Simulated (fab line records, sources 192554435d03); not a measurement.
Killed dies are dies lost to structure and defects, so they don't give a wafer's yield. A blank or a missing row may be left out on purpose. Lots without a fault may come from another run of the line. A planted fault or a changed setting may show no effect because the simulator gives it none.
Which tool did it? | flow n5_finfet | 11 lots, 33 wafers sampled, at 5 steps of a route of 1938

WHAT THE GAUGES READ, wafer by wafer
N5_WELL_APT_CD_MEAS_08: target cd 200 nm. Usual: cd_nm 199.5 nm, standard deviation 1.6.
lot  | measured    | on        | cd_nm (nm)        | flag
L936 | day 1 20:00 | cd_sem-01 | 198.8 201.1 200.4 |
L944 | day 3 20:41 | cd_sem-01 | 200.3 197.5 201.0 |
L945 | day 4 01:41 | cd_sem-02 | 200.2 201.0 199.5 |
L948 | day 4 20:25 | cd_sem-01 | 199.2 198.6 197.9 |
L949 | day 5 02:31 | cd_sem-02 | 201.3 200.9 199.9 |
L952 | day 5 19:43 | cd_sem-03 | 197.4 199.6 200.5 |
L954 | day 6 07:55 | cd_sem-02 | 201.3 200.5 201.6 |
L955 | day 6 15:27 | cd_sem-02 | 197.4 196.5 198.2 |
L956 | day 6 19:46 | cd_sem-02 | 201.4 201.9 198.8 |

N5_PMOS_HMC_CHANNEL_EPI_INSPECT_11: inspects for defects (macro). Usual: raw_defect_count 2.0, standard deviation 1.6.
lot  | measured    | on                | raw_defect_count | flag
L936 | day 1 23:42 | defect_inspect-02 | 2 1 1            |
L944 | day 4 00:08 | defect_inspect-01 | 1 2 2            |
L945 | day 4 05:33 | defect_inspect-02 | 0 5 1            |
L948 | day 4 23:47 | defect_inspect-02 | 1 3 4            |
L949 | day 5 06:00 | defect_inspect-01 | 4 1 3            |
L952 | day 5 23:08 | defect_inspect-01 | 2 0 4            |
L954 | day 6 12:14 | defect_inspect-02 | 1 0 4            |
L955 | day 6 19:16 | defect_inspect-01 | 0 1 1            |
L956 | day 6 23:35 | defect_inspect-01 | 0 1 2            |

N5_BEOL_M4_RC_MEAS_101. Usual: CJ_N 4.30, standard deviation 0.078; DIBL_N 36.5 mV/V, standard deviation 2; DIBL_P 36.5 mV/V, standard deviation 2.3; IOFF_N 0.16 nA/um, standard deviation 0.036; IOFF_P 0.21 nA/um, standard deviation 0.037; ION_N 672 uA/um, standard deviation 12; ION_P 459 uA/um, standard deviation 7.1; RS_PWELL 3010 ohm/sq, standard deviation 21; SS_N 71.6 mV/dec, standard deviation 0.73; SS_P 73.4 mV/dec, standard deviation 0.76; VT_N 250 mV, standard deviation 3.3; VT_P -250.5 mV, standard deviation 2.9.
lot  | measured     | on        | CJ_N           | DIBL_N (mV/V)  | DIBL_P (mV/V)  | IOFF_N (nA/um) | IOFF_P (nA/um) | ION_N (uA/um) | ION_P (uA/um) | RS_PWELL (ohm/sq) | SS_N (mV/dec)  | SS_P (mV/dec)  | VT_N (mV)   | VT_P (mV)            | flag
L936 | day 8 23:19  | prober-02 | 4.32 4.32 4.25 | 37.5 39.7 38.2 | 37.7 40.1 38.4 | 0.16 0.20 0.17 | 0.22 0.25 0.23 | 672 676 673   | 459 464 461   | 3013 3016 3021    | 71.8 72.6 72.1 | 74.5 74.9 74.8 | 248 248 250 | -247.8 -246.5 -249.2 |
L944 | day 10 13:35 | prober-02 | 4.26 4.24 4.21 | 37.6 36.0 33.6 | 38.5 36.5 33.9 | 0.18 0.15 0.11 | 0.23 0.19 0.16 | 675 680 664   | 461 461 451   | 3049 3068 3053    | 72.6 71.7 70.6 | 74.5 73.3 72.6 | 248 249 255 | -248.7 -250.3 -253.8 |
L945 | day 10 13:52 | prober-01 | 4.27 4.30 4.35 | 34.3 33.8 31.9 | 35.4 33.2 32.0 | 0.13 0.11 0.10 | 0.20 0.16 0.16 | 664 630 658   | 462 439 459   | 2985 3043 2997    | 71.3 72.2 71.1 | 72.5 72.7 72.3 | 253 259 255 | -249.4 -255.7 -251.8 |
L948 | day 11 19:24 | prober-01 | 3.38 3.39 3.42 | 37.2 39.8 38.2 | 37.0 37.6 39.6 | 0.18 0.29 0.22 | 0.22 0.26 0.28 | 666 656 672   | 451 448 465   | 2806 2803 2804    | 72.4 76.1 73.3 | 73.6 74.5 74.0 | 249 250 247 | -251.2 -248.6 -245.4 | OFF
L949 | day 11 17:46 | prober-02 | 4.21 4.22 4.27 | 38.6 36.4 38.8 | 38.0 35.2 38.0 | 0.19 0.14 0.18 | 0.24 0.18 0.23 | 666 649 664   | 449 452 457   | 2975 2997 2991    | 72.4 72.4 72.6 | 73.0 72.6 73.2 | 248 254 253 | -249.1 -252.1 -249.6 |
L952 | day 12 16:20 | prober-01 | 4.29 4.33 4.20 | 36.3 36.5 36.8 | 34.2 35.2 35.0 | 0.15 0.15 0.15 | 0.18 0.19 0.19 | 670 683 663   | 454 465 453   | 2999 3002 2976    | 71.7 71.3 72.0 | 73.4 73.0 73.7 | 251 248 254 | -254.5 -249.9 -252.3 |
L954 | day 13 08:45 | prober-02 | 4.36 4.34 4.40 | 36.0 32.4 38.2 | 36.4 33.5 40.1 | 0.16 0.12 0.22 | 0.20 0.16 0.26 | 654 668 693   | 452 463 474   | 3009 2988 3018    | 72.2 70.2 72.2 | 73.7 72.5 73.2 | 251 250 244 | -253.1 -252.6 -248.4 |
L955 | day 13 10:04 | prober-02 | 4.33 4.38 4.40 | 36.7 38.1 38.2 | 36.8 38.8 38.9 | 0.15 0.17 0.17 | 0.20 0.22 0.23 | 670 671 678   | 454 458 458   | 2999 3023 3026    | 71.4 71.5 72.2 | 73.5 73.9 73.0 | 253 248 249 | -255.1 -251.8 -251.8 |
L956 | day 13 09:34 | prober-01 | 4.26 4.29 4.23 | 39.5 36.8 34.2 | 41.0 37.8 34.2 | 0.23 0.18 0.12 | 0.29 0.24 0.17 | 697 688 664   | 475 464 459   | 3010 3021 2997    | 71.6 71.4 71.0 | 74.7 73.5 72.8 | 243 246 254 | -246.4 -246.8 -250.7 |

WHICH TOOL RAN EACH LOT (tool, then ch and the chambers of the sampled wafers, then the start)
lot  | N5_ZERO_LAYER_PECVD_02         | N5_ZERO_LAYER_ETCH_18
L936 | pecvd-01 ch 0,1,2, day 1 18:17 | rie_si-03 ch 0,2,3, day 1 19:13
L944 | pecvd-03 ch 0,1, day 3 18:17   | rie_si-02 ch 0,1,2, day 3 19:55
L945 | pecvd-02 ch 0,1, day 4 00:17   | rie_si-05 ch 1,2, day 4 00:55
L946 | pecvd-01 ch 0,1,2, day 4 06:17 | rie_si-02 ch 1,3, day 4 06:47
L947 | pecvd-02 ch 0,1,2, day 4 12:17 | rie_si-02 ch 1,2, day 4 13:33
L948 | pecvd-02 ch 0,1,2, day 4 18:17 | rie_si-03 ch 0,1, day 4 19:31
L949 | pecvd-03 ch 1,2, day 5 00:17   | rie_si-03 ch 0,2, day 5 01:35
L952 | pecvd-01 ch 1,2, day 5 18:17   | rie_si-02 ch 1,2,3, day 5 18:56
L954 | pecvd-01 ch 0,1, day 6 06:17   | rie_si-03 ch 0,2,3, day 6 07:01
L955 | pecvd-01 ch 0,1,2, day 6 12:17 | rie_si-03 ch 2,3, day 6 14:28
L956 | pecvd-02 ch 0,1,2, day 6 18:19 | rie_si-02 ch 1,2, day 6 18:59
- N5_ZERO_LAYER_PECVD_02: deposits SiO2 from SiH4/N2O, target thk 10 nm, time 6 s.
- N5_ZERO_LAYER_ETCH_18: etches Si in HBr/Cl2, target depth 120 nm, time 40 s.

WHAT THE TOOLS THEMSELVES READ (means of the sampled wafers that have a number; where no wafer has one, the mark that the record gives instead)
N5_ZERO_LAYER_PECVD_02. Usual: chamber_pressure_Torr 0.7502 Torr, standard deviation 0.0017; heater_power_outer_w 444 W, standard deviation 52; heater_power_w 734 W, standard deviation 66; showerhead_plenum_p_Torr 8.14 Torr, standard deviation 0.091; showerhead_vpp_V 1059 V, standard deviation 65.
lot  | tool     | chamber_pressure_Torr (Torr) | heater_power_outer_w (W) | heater_power_w (W) | showerhead_plenum_p_Torr (Torr) | showerhead_vpp_V (V) | flag
L936 | pecvd-01 | 0.7495                       | 390                      | 657                | 8.09                            | 991                  |
L944 | pecvd-03 | 0.7499                       | 532                      | 820                | 8.22                            | 1033                 |
L945 | pecvd-02 | 0.7500                       | 434                      | 734                | 8.11                            | 1105                 |
L946 | pecvd-01 | -                            | -                        | -                  | -                               | -                    | OFF
L947 | pecvd-02 | -                            | -                        | -                  | -                               | -                    | OFF
L948 | pecvd-02 | -                            | -                        | -                  | -                               | -                    | OFF
L949 | pecvd-03 | 0.7505                       | 511                      | 806                | 8.20                            | 1066                 |
L952 | pecvd-01 | 0.7513                       | 419                      | 687                | 8.04                            | 1006                 |
L954 | pecvd-01 | 0.7496                       | 432                      | 704                | 8.15                            | 965                  |
L955 | pecvd-01 | 0.7482                       | 419                      | 718                | 8.10                            | 998                  |
L956 | pecvd-02 | 0.7503                       | 454                      | 749                | 8.12                            | 1079                 |

N5_ZERO_LAYER_ETCH_18. Usual: drypump_motor_current_A 5.7 A, standard deviation 0.36; oes_product_au 1.002 a.u., standard deviation 0.019; throttle_valve_pct 36.5 %, standard deviation 0.36.
lot  | tool      | drypump_motor_current_A (A) | oes_product_au (a.u.) | throttle_valve_pct (%) | flag
L936 | rie_si-03 | 5.8                         | 1.024                 | 36.7                   |
L944 | rie_si-02 | 5.7                         | 0.993                 | 36.4                   |
L945 | rie_si-05 | 5.4                         | 1.000                 | 36.1                   |
L946 | rie_si-02 | 5.6                         | 1.005                 | 36.2                   |
L947 | rie_si-02 | 5.6                         | 0.993                 | 36.3                   |
L948 | rie_si-03 | 6.1                         | 0.989                 | 36.9                   |
L949 | rie_si-03 | 5.8                         | 1.027                 | 36.8                   |
L952 | rie_si-02 | 5.5                         | 0.998                 | 36.2                   |
L954 | rie_si-03 | 5.8                         | 1.011                 | 36.7                   |
L955 | rie_si-03 | 5.6                         | 1.013                 | 36.5                   |
L956 | rie_si-02 | 5.6                         | 1.000                 | 36.3                   |

THE ANSWER, worked out from the rows above alone
Rule: a lot is off if the mean of its wafers that have a number lies more than 3 standard deviations from the usual mean. A lot without any number at a reading at which 4 lots or more have one is off too. The other lots that the step has rows for count as sound. The gauges are gone through in route order, then the tools' own readings, and for those a lot's mean is taken as printed above. The first step at which some lot is off is used, and at that step the reading that is off furthest; a lot without a number counts as furthest.
Off: L948, at N5_BEOL_M4_RC_MEAS_101 (CJ_N). Neither off nor sound, because the step has no rows for them: L946, L947.
A tool fits if, at a process step before that reading, it ran every lot that is off, and no sound lot after the first of them. The gauges at N5_BEOL_M4_RC_MEAS_101 aren't tried: what is off there is off at N5_ZERO_LAYER_PECVD_02 too, on other tools, and a gauge's error can't cause that. None of those tried fits.

WHAT THE SIMULATOR HAD PUT IN
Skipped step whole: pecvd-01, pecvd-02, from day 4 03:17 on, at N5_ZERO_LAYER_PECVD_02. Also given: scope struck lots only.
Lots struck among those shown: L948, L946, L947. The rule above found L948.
